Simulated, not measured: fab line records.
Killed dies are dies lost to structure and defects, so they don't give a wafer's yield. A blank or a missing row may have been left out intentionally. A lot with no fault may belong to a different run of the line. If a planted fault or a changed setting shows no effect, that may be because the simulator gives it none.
Struck lot and sound lot, side by side || flow n5 finfet || 19 out of 1938 route steps
Sound: the wafers L194.1, L194.2, L194.6. Struck: wafers L197.2, L197.5, L197.6. At the end, the cause is stated.
Order at every step that has rows: each side's tool, ch and its chambers, its first start. Under that, the readings that differ: sound wafers || struck wafers || difference of the means || sigmas: that difference in standard deviations of wafers without a fault.
alike: words and numbers the same on both sides, and readings whose means are apart by under 2 such deviations; not compared: readings that were withheld, readings missing a value for some wafer, numbers with overlapping values and no deviation given by the record, and bounds like >300 which may hide the same value.
The two part at a step that has a row with sigmas, a row that says differs or no value, or rows on one side only. Non-overlapping numbers with no deviation appear without sigmas and do not part them. A reading that every wafer of one side lacks parts them only if that side has two wafers or more.

N5_BEOL_M10_STRIP_77: strips in N2/H2, time 10 s.
  sound: rie diel-01 ch 1,3; struck: rie diel-06 ch 2,3
  alike: drypump motor current A, oes product au, rf vpp V, showerhead plenum p Torr, throttle valve pct
  not compared: rf hours counter h
N5_BEOL_M10_OCD_MEAS_38:
  sound on ocd-01, day 11 09:23; struck on ocd-01, day 12 00:48
  alike: trench depth nm
then, 4 steps without rows for these wafers: N5_BEOL_M10_HM_STRIP_39 (strips TiN in peroxide tin strip, target depth 25 nm, time 158 s); N5_BEOL_M10_SRD_40 (time 30 s); N5_BEOL_M10_PRECLEAN_42 (cleans in residue remover, time 60 s); N5_BEOL_M10_SRD_43 (time 30 s).
N5_BEOL_M10_CD_MEAS_35: target cd 70 nm.
  sound on cd sem-03, day 11 09:32; struck on cd sem-03, day 12 00:58
  alike: cd nm
N5_BEOL_M10_CURE_72: cures SiCOH lowk, time 120 s.
  sound on uv cure-01 ch 2, day 11 09:35; struck on uv cure-02 ch 2, day 12 01:06
  alike: lamp power pct, wafer_temp_C_max
N5_BEOL_M10_DEGAS_44: time 60 s.
  sound on pvd sputter-02, day 11 10:07; struck on pvd sputter-02, day 12 01:45
  alike: heater power w
then, 2 steps without rows for these wafers: N5_BEOL_M10_PRE_CLEAN_45 (time 30 s); N5_BEOL_M10_ALD_74 (deposits TaN, target thk 2 nm, pulse time 2 s, purge time 3 s).
N5_BEOL_M10_SURFACE_TREAT_76:
  sound on pvd sputter-01, day 11 10:29; struck on pvd sputter-03, day 12 02:11
  not compared: pressure mtorr, throttle valve pct
N5_BEOL_M10_CVD_75: deposits Co from CCTBA/H2, target thk 2 nm, time 138.9 s.
  sound on cvd co-01 ch 0,1,2, day 11 10:34; struck on cvd co-01 ch 0,1,2, day 12 02:40
N5_BEOL_M10_SPUTTER_48: material Cu, target thk 12 nm, time 2 s.
  sound on pvd sputter-01, day 11 10:55; struck on pvd sputter-02, day 12 02:47
  alike: chuck gas flow sccm, throttle valve pct
then, 2 steps without rows for these wafers: N5_BEOL_M10_ECD_50 (material Cu, target thk 318 nm); N5_BEOL_M10_ANNEAL_51 (time 90 s).
N5_BEOL_M10_CMP_52: polishes, stops on SiCOH lowk, t overpolish 7 s, target thk 140 nm.
  sound on cmp-03 ch 1,2,3, day 11 11:28; struck on cmp-03 ch 0,2,3, day 12 03:25
{"reading": "barrier field endpoint s (s)", "sound": "27.7 28.3 28.6", "struck": "31.0 30.7 31.1", "difference": "+2.7", "sigmas": "+4"}
  alike: edge zone pressure frac, motor current A, overpolish run s, slurry flow ml min, time to endpoint s
N5_BEOL_M10_THK_MEAS_53: measures by xrf.
  sound on film metro-02, day 11 11:44; struck on film metro-01, day 12 03:38
  alike: M10_THK
then, 1 step without rows for these wafers: N5_PASSIVATION_PROBE_49.

## WHERE THEY PART
N5_BEOL_M10_CMP_52 only, going by this record. Later steps at which nothing parts them and some readings are alike: N5_BEOL_M10_THK_MEAS_53.

WHY: what had been put in by the simulator
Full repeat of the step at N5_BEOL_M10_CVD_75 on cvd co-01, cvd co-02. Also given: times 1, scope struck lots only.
